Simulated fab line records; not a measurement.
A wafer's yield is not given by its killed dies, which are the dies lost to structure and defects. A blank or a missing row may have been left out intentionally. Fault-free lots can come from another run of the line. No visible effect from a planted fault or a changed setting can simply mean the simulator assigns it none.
Split-lot trial | flow n5-finfet | 21 wafers read across 7 lots, on a route 1938 steps long

ABOUT THE SPLIT
At N5_BEOL_M12_ETCH_68 (etches SOC in N2/H2, time 285 s), the setting time-s was moved away from the recipe's 285 s on 7 of the 21 wafers read, by -13.9% to +18.1%. For the rest of the wafers, this setting stayed at what the recipe calls for.

The reading is taken at the split's own step.

THE READING
SiARC_of_BEOL_M12_COAT_66.thk-nm (the simulator's own value, which no gauge read), in nm, at N5_BEOL_M12_ETCH_68 (etches SOC in N2/H2, time 285 s). No usual value for it is given in the file. Average 86.1 nm, standard deviation 0.45 nm, over the 14 wafers here run with the recipe.

wafer  | tool, chamber at the split | time-s as run, s | against the recipe | SiARC_of_BEOL_M12_COAT_66.thk-nm, nm | against lot-mates on the recipe
L076.3 | rie-diel-04, 1,2           | 285              | recipe             | 86.2                                 | -
L076.5 | rie-diel-04, 1,2           | 285              | recipe             | 86.2                                 | -
L076.6 | rie-diel-04, 3             | 285              | recipe             | 86.4                                 | -
L077.1 | rie-diel-06, 3             | 320.7            | +12.5%             | 83.8                                 | -2.2
L077.3 | rie-diel-06, 0,2           | 285              | recipe             | 86                                   | -
L077.4 | rie-diel-06, 0,2           | 285              | recipe             | 86                                   | -
L079.2 | rie-diel-04, 1             | 285              | recipe             | 85.6                                 | -
L079.4 | rie-diel-04, 3             | 245.5            | -13.9%             | 89                                   | +3.5
L079.6 | rie-diel-04, 1             | 285              | recipe             | 85.4                                 | -
L080.3 | rie-diel-06, 0             | 285              | recipe             | 85.8                                 | -
L080.4 | rie-diel-06, 3             | 285              | recipe             | 86                                   | -
L080.6 | rie-diel-06, 3             | 336.6            | +18.1%             | 81.8                                 | -4.1
L083.3 | rie-diel-06, 1             | 285              | recipe             | 86.8                                 | -
L083.4 | rie-diel-06, 2             | 285              | recipe             | 86.6                                 | -
L083.5 | rie-diel-06, 3             | 285              | recipe             | 87                                   | -
L092.1 | rie-diel-06, 1             | 285              | recipe             | 86.4                                 | -
L092.4 | rie-diel-06, 1             | 315.9            | +10.8%             | 83.8                                 | -2.6
L092.5 | rie-diel-06, 2             | 315.9            | +10.8%             | 83.4                                 | -3.0
L097.4 | rie-diel-03, 2             | 310.9            | +9.1%              | 83.6                                 | -2.0
L097.5 | rie-diel-03, 2             | 285              | recipe             | 85.6                                 | -
L097.6 | rie-diel-03, 3             | 310.9            | +9.1%              | 83.2                                 | -2.4
The file does not say which wafer passed through which chamber wherever a row lists several chambers: such a row stands for several wafers.

THE FIT
A straight line over all 21 wafers: SiARC_of_BEOL_M12_COAT_66.thk-nm changes by -0.231 nm for each +1% of time-s; r = -0.96; the points scatter about the line by 0.47 nm.
The same after taking each lot's own level away (the mean of its wafers on the recipe; 21 wafers): -0.234 nm for each +1%; r = -0.99; scatter 0.24 nm.
That fit puts the effect of the largest move of time-s on the reading at 4.2 nm.
Measured against the standard deviation above, the lots' own levels, which go from 85.50 to 86.80 nm, span 2.9 times it.
The two slopes agree, so the slope changes little with the lot-to-lot level.
Check: -4.27 nm against its lot-mates is what the line predicts for one of the wafers moved furthest among these (+18.1%) when that wafer is left out of the fit. Against them it came out at -4.1 nm.

OTHER SPLITS ON THESE WAFERS
Other splits were also applied to these wafers ahead of the reading. Each is held against what the fit with the lots' levels taken away leaves over:
other split on the same wafers      | wafers away from the commonest value | r with SiARC_of_BEOL_M12_COAT_66.thk-nm (lot level and that fit taken away)
N5_BEOL_M7_TRENCH_ETCH_37 time-s    | 6                                    | +0.02
N5_BEOL_M9_PECVD_70 time-s          | 4                                    | +0.38
N5_BEOL_M9_ETCH_66 time-s           | 7                                    | -0.33
N5_BEOL_M9_VIA_ETCH_34 source-w     | 6                                    | -0.57
N5_BEOL_M10_ETCH_41 source-w        | 12                                   | -0.21
N5_BEOL_M11_TRENCH_ETCH_37 source-w | 5                                    | -0.02
N5_BEOL_M11_ETCH_41 time-s          | 7                                    | +0.14

FILE'S OWN FIT
SiARC_of_BEOL_M12_COAT_66.thk-nm changes by -0.229 nm for each +1% of time-s, r = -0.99.
